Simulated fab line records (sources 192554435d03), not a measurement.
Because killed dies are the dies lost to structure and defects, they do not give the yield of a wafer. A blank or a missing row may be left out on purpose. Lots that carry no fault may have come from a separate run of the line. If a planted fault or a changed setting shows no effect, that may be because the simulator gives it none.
fab line records ; flow n5_finfet
[record] lots = 10; wafers = 30; last_day = 18
route steps=1938 shown BEOL_M12@1635 BEOL_M13@1659
lots with no fault: from the same line, run without faults
start_h: hours from the record's first day to the start of the lot's first wafer shown ; wait_h: time in hours since the lot's previous step ; " repeats the value in the row above ; L1.1+2: several wafers, shown together as one row ; - no value, or no start given ; * or withheld: withheld ; < > ~ a bound
route shown NAME@n: a module of which the file shows steps, and the number in the route of the first ; usual: mean and standard deviation over wafers with no fault ; same: alike in all rows ; chamber/n: place in a boat ; sites: the reading at each site ; _std_site: the standard deviation of these ; _edge_site: mean of outer sites minus mean of inner sites ; radius_mm: for every site, how far away it sits from the centre of the wafer ; mask NAME#n: copy n ; behind: the most recent tool/chamber to have shaped the wafer ; hold: reason for holding the lot/hours on hold/outcome of the hold ; device: the transistor (n, p or np) that didn't switch ; end of line: tests run on the same wafers once the route is complete ; for a step that has no rows: nothing shown but its recipe ; killed: the dies lost at the first sort to structure and to defects; this is not the yield of the wafer ; map: dies across one wafer; x = killed, . = not, _ = none there
set.NAME: the run value of the setting; set.NAME@STEP: its run value at that earlier step ; model.NAME: the simulator's own value behind a step, which no gauge read
steps of the route over a sample of lots; a table a step, a row a wafer
services: from which hour (start_h, from the record's first day; less than 0 if before it) a tool's chamber was out of use, for how many hours, and why
[[steps]]
[step N5_BEOL_M12_DESCUM_33]
[recipe] chemistry = O2; time_s = 7.9; source_power_w = 50; bias_power_w = 20; pressure_mtorr = 20; rf_frequency_hz = 2.712e+07; temp_c = 40; o2_flow_sccm = 225
[usual] drypump_motor_current_A = 5.7/0.6; oes_product_au = 0.82/0.069; rf_vpp_V = 242.6/1.3; showerhead_plenum_p_Torr = 2.06/0.075; temp_c = 40.00/0.11; throttle_valve_pct = 20.44/0.19
lot.wafer;tool;chamber;start_h;wait_h;drypump_motor_current_A;oes_product_au;rf_hours_counter_h;rf_vpp_V;showerhead_plenum_p_Torr;temp_c;throttle_valve_pct
L173.3;rie_diel-06;1;255.68;0.2;4.9;0.79;118;242.7;2.00;40.13;20.37
L173.5;rie_diel-06;1;255.68;0.2;4.8;0.80;-;243.3;2.00;40.07;20.39
L173.6;rie_diel-06;2;255.68;0.2;5.3;0.70;-;241.6;1.96;39.94;20.61
L172.1;rie_diel-04;3;257.13;0.7;5.7;0.82;95;240.9;2.05;39.83;20.78
L172.2;rie_diel-04;0;257.13;0.7;5.5;0.73;164;241.8;1.99;39.93;20.43
L172.3;rie_diel-04;1;257.13;0.7;6.1;0.82;79;243.0;2.05;40.01;20.38
L176.1;rie_diel-04;3;277.64;0.0;5.7;0.82;103;241.2;2.05;39.94;20.79
L176.2;rie_diel-04;2;277.64;0.0;5.8;0.96;3;242.7;2.04;39.95;20.15
L176.3;rie_diel-04;1;277.64;0.0;6.1;0.80;88;241.6;2.05;39.90;20.40
L178.2;rie_diel-04;0;291.06;0.3;5.5;0.72;177;242.0;1.99;40.00;20.45
L178.5;rie_diel-04;3;291.06;0.3;5.7;0.82;-;241.4;2.05;40.15;20.80
L178.6;rie_diel-04;0;291.06;0.3;5.5;0.72;-;241.3;1.99;40.11;20.45
L181.1;rie_diel-06;0;303.77;0.0;5.1;0.79;106;241.8;2.01;39.94;20.43
L181.3;rie_diel-06;1;303.77;0.0;4.8;0.78;137;241.2;1.99;40.15;20.41
L181.4;rie_diel-06;2;303.77;0.0;5.4;0.94;3;246.0;2.22;39.77;20.26
L179.3;rie_diel-03;3;304.36;0.2;6.5;0.85;69;244.4;2.20;40.14;20.15
L179.5;rie_diel-03;3;304.36;0.2;6.5;0.85;-;246.4;2.20;40.23;20.14
L179.6;rie_diel-03;2;304.36;0.2;4.8;0.83;-;242.5;2.05;39.88;20.18
L186.2;rie_diel-06;1;335.96;0.1;4.8;0.77;148;242.9;1.99;40.07;20.44
L186.4;rie_diel-06;3;335.96;0.1;6.7;0.86;67;242.2;2.05;39.98;20.60
L186.5;rie_diel-06;3;335.96;0.1;6.7;0.87;-;242.0;2.05;40.04;20.60
L190.2;rie_diel-04;0;359.57;0.1;5.5;0.69;202;241.1;1.98;40.16;20.50
L190.3;rie_diel-04;2;359.57;0.1;5.8;0.87;34;243.0;2.03;39.93;20.19
L190.5;rie_diel-04;1;359.57;0.1;6.1;0.79;-;243.8;2.04;40.25;20.45
L189.1;rie_diel-06;3;371.13;0.3;6.7;0.86;77;241.5;2.05;39.88;20.63
L189.2;rie_diel-06;1;371.13;0.3;4.9;0.76;159;241.7;1.98;40.10;20.44
L189.5;rie_diel-06;2;371.13;0.3;5.3;0.87;-;245.9;2.21;39.83;20.26
L191.2;rie_diel-04;0;379.87;0.4;5.5;0.70;208;241.3;1.98;39.90;20.50
L191.4;rie_diel-04;1;379.87;0.4;6.1;0.78;119;242.8;2.03;39.95;20.45
L191.6;rie_diel-04;3;379.87;0.4;5.6;0.78;-;243.5;2.04;40.06;20.84
[step N5_BEOL_M12_ETCH_68]
[recipe] chemistry = N2/H2; target = SOC; mask_material = SiARC; source_w = 3000; bias_w = 350; temp_c = 40; time_s = 285; ion_energy_ev = 200; pressure_mtorr = 30; n2_flow_sccm = 200; h2_flow_sccm = 200
[usual] drypump_motor_current_A = 5.7/0.61; oes_product_au = 0.82/0.068; rf_vpp_V = 522.6/2.7; showerhead_plenum_p_Torr = 2.50/0.094; temp_c = 40.00/0.11; throttle_valve_pct = 17.80/0.16
lot.wafer;tool;chamber;start_h;wait_h;drypump_motor_current_A;oes_product_au;rf_hours_counter_h;rf_vpp_V;showerhead_plenum_p_Torr;temp_c;throttle_valve_pct
L173.3;rie_diel-06;1;255.86;0.1;4.9;0.80;118;521.1;2.46;39.96;17.83
L173.5;rie_diel-06;1;255.86;0.1;4.8;0.79;-;522.8;2.46;40.00;17.86
L173.6;rie_diel-06;2;255.86;0.1;5.3;0.69;-;518.2;2.41;40.06;18.18
L172.1;rie_diel-04;3;257.31;0.1;5.6;0.81;95;521.2;2.45;40.22;17.92
L172.2;rie_diel-04;0;257.31;0.1;5.5;0.74;164;521.8;2.43;39.91;17.84
L172.3;rie_diel-04;1;257.31;0.1;6.1;0.82;80;522.5;2.47;39.92;17.59
L176.1;rie_diel-04;3;277.82;0.1;5.6;0.81;103;520.9;2.44;40.05;17.92
L176.2;rie_diel-04;2;277.82;0.1;5.9;0.95;3;524.3;2.50;39.89;17.62
L176.3;rie_diel-04;1;277.82;0.1;6.1;0.81;88;521.0;2.47;40.07;17.57
L178.2;rie_diel-04;0;291.24;0.1;5.5;0.71;178;520.0;2.43;39.90;17.87
L178.5;rie_diel-04;3;291.24;0.1;5.6;0.81;-;521.4;2.44;39.96;17.91
L178.6;rie_diel-04;0;291.24;0.1;5.5;0.72;-;520.8;2.43;39.92;17.87
L181.1;rie_diel-06;0;303.95;0.1;5.2;0.78;106;522.2;2.46;39.97;17.91
L181.3;rie_diel-06;1;303.95;0.1;4.9;0.78;137;520.5;2.45;40.02;17.87
L181.4;rie_diel-06;2;303.95;0.1;5.4;0.92;3;528.7;2.73;40.02;17.75
L179.3;rie_diel-03;3;304.54;0.1;6.5;0.85;69;527.7;2.67;39.87;17.43
L179.5;rie_diel-03;3;304.54;0.1;6.5;0.85;-;527.0;2.67;39.91;17.45
L179.6;rie_diel-03;2;304.54;0.1;4.8;0.82;-;520.5;2.49;40.17;17.58
L186.2;rie_diel-06;1;336.14;0.1;4.9;0.77;148;520.9;2.45;39.83;17.90
L186.4;rie_diel-06;3;336.14;0.1;6.7;0.86;67;522.2;2.47;40.19;17.77
L186.5;rie_diel-06;3;336.14;0.1;6.7;0.86;-;521.8;2.47;40.09;17.77
L190.2;rie_diel-04;0;359.75;0.1;5.5;0.70;202;519.9;2.42;40.13;17.92
L190.3;rie_diel-04;2;359.75;0.1;5.9;0.88;34;522.3;2.49;40.10;17.67
L190.5;rie_diel-04;1;359.75;0.1;6.1;0.78;-;521.3;2.46;39.98;17.63
L189.1;rie_diel-06;3;371.31;0.1;6.7;0.85;78;521.1;2.46;39.91;17.79
L189.2;rie_diel-06;1;371.31;0.1;4.9;0.76;159;521.4;2.44;40.05;17.91
L189.5;rie_diel-06;2;371.31;0.1;5.4;0.87;-;528.4;2.72;39.87;17.82
L191.2;rie_diel-04;0;380.05;0.1;5.5;0.70;208;519.5;2.41;39.87;17.93
L191.4;rie_diel-04;1;380.05;0.1;6.1;0.78;119;520.8;2.45;40.02;17.63
L191.6;rie_diel-04;3;380.05;0.1;5.7;0.78;-;519.2;2.43;39.89;17.97
[step N5_BEOL_M12_DEP_53]
[recipe] material = SiCN; target_thk_a = 300; temp_c = withheld; precursor = 3MS/NH3; pressure_torr = 3; rf_w = 675; time_s = 10.5
[usual] showerhead_plenum_p_Torr = 4.151/0.024; throttle_valve_pct = 17.9/1
lot.wafer;tool;chamber;start_h;wait_h;showerhead_plenum_p_Torr;throttle_valve_pct
L173.3;pecvd-04;0;258.24;0.0;4.142;18.2
L173.5;pecvd-04;2;258.24;0.0;4.150;16.1
L173.6;pecvd-04;0;258.24;0.0;4.132;18.2
L172.1;pecvd-04;0;261.90;0.0;4.126;18.3
L172.2;pecvd-04;2;261.90;0.0;4.156;15.9
L172.3;pecvd-04;2;261.90;0.0;4.152;16.0
L176.1;pecvd-04;1;279.94;0.0;4.182;18.2
L176.2;pecvd-04;2;279.94;0.0;4.145;16.4
L176.3;pecvd-04;0;279.94;0.0;4.134;18.2
L178.2;pecvd-03;2;295.89;0.0;4.159;17.0
L178.5;pecvd-03;2;295.89;0.0;4.164;17.1
L178.6;pecvd-03;1;295.89;0.0;4.200;18.6
L179.3;pecvd-04;0;309.82;0.0;4.135;18.5
L179.5;pecvd-04;0;309.82;0.0;4.126;18.3
L179.6;pecvd-04;1;309.82;0.0;4.180;18.1
L181.1;pecvd-04;0;310.14;0.0;4.122;18.3
L181.3;pecvd-04;2;310.14;0.0;4.150;16.0
L181.4;pecvd-04;0;310.14;0.0;4.140;18.3
L186.2;pecvd-04;2;339.93;0.0;4.158;16.4
L186.4;pecvd-04;0;339.93;0.0;4.141;18.1
L186.5;pecvd-04;2;339.93;0.0;4.145;16.5
L190.2;pecvd-04;1;371.91;0.0;4.178;18.2
L190.3;pecvd-04;0;371.91;0.0;4.132;18.3
L190.5;pecvd-04;1;371.91;0.0;4.182;17.8
L189.1;pecvd-04;1;375.35;0.0;4.184;17.9
L189.2;pecvd-04;0;375.35;0.0;4.136;18.4
L189.5;pecvd-04;0;375.35;0.0;4.137;18.3
L191.2;pecvd-02;0;385.88;0.0;4.161;17.6
L191.4;pecvd-02;0;385.88;0.0;4.174;17.4
L191.6;pecvd-02;2;385.88;0.0;4.136;17.9
[step N5_BEOL_M13_ILD_DEP_00]
[recipe] material = SiOC; target_thk_a = 8379.2; temp_c = 350; precursor = DEMS/O2; pressure_torr = 5; rf_w = 500; time_s = 166.4
[usual] heater_power_w = 469/73; showerhead_plenum_p_Torr = 5.690/0.015; susceptor_temp_C = 350.02/0.2; throttle_valve_pct = 12.1/0.59
lot.wafer;tool;chamber;start_h;wait_h;heater_power_w;showerhead_plenum_p_Torr;susceptor_temp_C;throttle_valve_pct
L173.3;pecvd-01;1;258.37;0.0;383;5.678;350.21;11.9
L173.5;pecvd-01;2;258.37;0.0;363;5.681;349.99;12.0
L173.6;pecvd-01;0;258.37;0.0;472;5.683;350.02;12.9
L172.1;pecvd-03;1;262.04;0.0;493;5.720;350.16;12.6
L172.2;pecvd-03;0;262.04;0.0;532;5.693;349.93;12.4
L172.3;pecvd-03;2;262.04;0.0;588;5.704;349.97;11.0
L176.1;pecvd-01;1;280.07;0.0;318;5.695;350.22;11.9
L176.2;pecvd-01;0;280.07;0.0;381;5.698;350.31;13.1
L176.3;pecvd-01;2;280.07;0.0;444;5.683;350.03;12.0
L178.2;pecvd-01;1;296.02;0.0;341;5.693;350.02;11.8
L178.5;pecvd-01;1;296.02;0.0;362;5.672;350.27;11.9
L178.6;pecvd-01;0;296.02;0.0;431;5.674;350.02;12.9
L179.3;pecvd-01;1;309.95;0.0;358;5.668;353.32;11.9
L179.5;pecvd-01;2;309.95;0.0;379;5.703;353.60;11.9
L179.6;pecvd-01;1;309.95;0.0;382;5.689;353.37;11.8
L181.1;pecvd-03;1;310.27;0.0;445;5.708;349.88;12.7
L181.3;pecvd-03;2;310.27;0.0;505;5.699;349.86;11.5
L181.4;pecvd-03;0;310.27;0.0;436;5.690;350.14;12.8
L186.2;pecvd-01;2;340.06;0.0;396;5.679;353.30;12.0
L186.4;pecvd-01;0;340.06;0.0;451;5.698;353.56;12.9
L186.5;pecvd-01;1;340.06;0.0;312;5.683;353.20;11.8
L190.2;pecvd-03;1;372.03;0.0;476;5.720;349.81;12.6
L190.3;pecvd-03;0;372.03;0.0;543;5.674;349.70;12.6
L190.5;pecvd-03;0;372.03;0.0;433;5.684;349.62;12.5
L189.1;pecvd-03;0;375.47;0.0;537;5.695;349.73;12.4
L189.2;pecvd-03;1;375.47;0.0;499;5.703;350.03;12.4
L189.5;pecvd-03;2;375.47;0.0;580;5.686;349.80;11.5
L191.2;pecvd-03;1;386.01;0.0;520;5.713;349.75;12.7
L191.4;pecvd-03;1;386.01;0.0;539;5.719;349.63;12.5
L191.6;pecvd-03;0;386.01;0.0;524;5.690;350.25;12.7
[[services]]
tool;chamber;start_h;hours;kind
rie_diel-04;2;239.29;-;clean
rie_diel-04;2;239.29;-;consumable_replace:focus_ring
rie_diel-04;2;239.29;25.0;scheduled_down
rie_diel-04;2;239.29;25.0;vent_cycle
rie_diel-06;2;243.08;8.3;repair
pecvd-04;1;255.80;14.1;repair
rie_diel-06;2;268.31;-;clean
rie_diel-06;2;268.31;-;consumable_replace:focus_ring
rie_diel-06;2;268.31;-;consumable_replace:showerhead
rie_diel-04;3;281.53;2.6;repair
pecvd-03;0;300.29;4.7;repair
pecvd-02;-;307.51;5.5;pm
rie_diel-04;-;311.41;0.7;repair
pecvd-03;1;319.50;25.3;repair
pecvd-01;2;326.11;-;calibration
pecvd-02;-;337.70;3.3;repair
pecvd-01;0;351.26;5.5;scheduled_down
pecvd-04;0;353.65;2.1;scheduled_down
rie_diel-06;0;356.03;43.4;repair
pecvd-01;1;356.72;2.1;scheduled_down
pecvd-01;1;383.62;-;clean
pecvd-01;1;383.62;-;consumable_replace:showerhead
pecvd-01;1;383.62;29.0;scheduled_down
pecvd-01;1;383.62;29.0;vent_cycle
[[key]]
[first_sign] step = N5_BEOL_M13_ILD_DEP_00; reading = susceptor_temp_C; direction = up; sigmas = 17; usual = *; struck = *
effect none on later readings
met_at N5_BEOL_M13_ILD_DEP_00
struck_lots L179,L186
not_acting_at N5_BEOL_M12_DESCUM_33,N5_BEOL_M12_ETCH_68,N5_BEOL_M12_DEP_53
onset_between 296.02 309.95
[fault] kind = process_parameter_drift; tool = pecvd-01; chamber = -; onset_h = 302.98; steps = N5_BEOL_M13_ILD_DEP_00; channel = temp_c; offset = *; shape = step; end_h = 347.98; acts_in = *; stated = *
